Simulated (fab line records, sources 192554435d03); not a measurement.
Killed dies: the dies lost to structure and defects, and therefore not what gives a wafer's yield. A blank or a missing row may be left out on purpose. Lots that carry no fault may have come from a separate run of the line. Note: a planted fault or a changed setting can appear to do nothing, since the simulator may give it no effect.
2 desks looking at one fault	flow n5Finfet	numbers are kept per desk, each desk with only its own; the story behind them comes last

THE METROLOGY DESK
What the gauges read, lot by lot, whatever tool the lot ran on: means of the sampled wafers that have a number. Any lot whose mean is over 4 standard deviations away from the usual mean is out of limits and marked OUT; that distance is given in the brackets.
Columns: A = cdNm at N5_BEOL_M13_CD_MEAS_10, usual 190.0 nm
lot	first seen here	A
L132	day 12 19:28	189.7
L131	day 12 21:19	191.9
L130	day 12 22:25	190.9
L134	day 13 09:46	188.7
L137	day 13 23:32	189.2
L135	day 14 01:44	190.4
L142	day 15 16:06	188.1
L144	day 16 11:27	192.7
L151	day 17 12:33	192.3
L150	day 17 13:55	191.6
L152	day 17 15:01	189.1
L153	day 18 07:46	191.2
Finding of this desk: none of the 12 lots has anything out of limits.

TOOL OWNER'S DESK, lithoTrack-01
The tool's own readings at N5_BEOL_M13_COAT_65 (time 60 s, resist thk 350 nm): means of the sampled wafers that have a number, for each lot that ran on this tool. Any lot whose mean is over 4 standard deviations away from the usual mean is out of limits and marked OUT; that distance is given in the brackets.
Columns: A = chillPlateTempC at N5_BEOL_M13_COAT_65, usual 22.99 C; B = spinSpeedRpm at N5_BEOL_M13_COAT_65, usual 1499.9 rpm
lot	first seen here	A	B
L131	day 12 21:58	22.96	1500.6
L130	day 12 23:16	23.17	1499.5
L134	day 13 10:32	22.88	1499.5
L142	day 15 17:08	23.00	1381.4 (-99 or more) OUT
L144	day 16 12:50	22.94	1382.0 (-99 or more) OUT
L150	day 17 14:35	23.01	1380.6 (-99 or more) OUT
This desk's finding: out of limits on L142, L144, L150; first on L142, day 15 17:08 (spinSpeedRpm at N5_BEOL_M13_COAT_65). In limits: L131, L130, L134.

TAKEN TOGETHER
The tool owner's desk had the chance to raise an alarm at day 15 17:08 on L142, L144, L150.
The metrology desk saw nothing out of limits.
The metrology desk has L142, L144, L150 on record, within its limits.
On lithoTrack-01, each named lot ran N5_BEOL_M13_COAT_65.

WHAT HAD BEEN PUT IN BY THE SIMULATOR
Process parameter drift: lithoTrack-01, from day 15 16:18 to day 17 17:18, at N5_BEOL_M13_COAT_65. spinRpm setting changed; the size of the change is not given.
Shown lots that were struck: L142, L144, L150.
Each desk's first reading out of limits, in hours after the fault started: the tool owner's desk, 1.
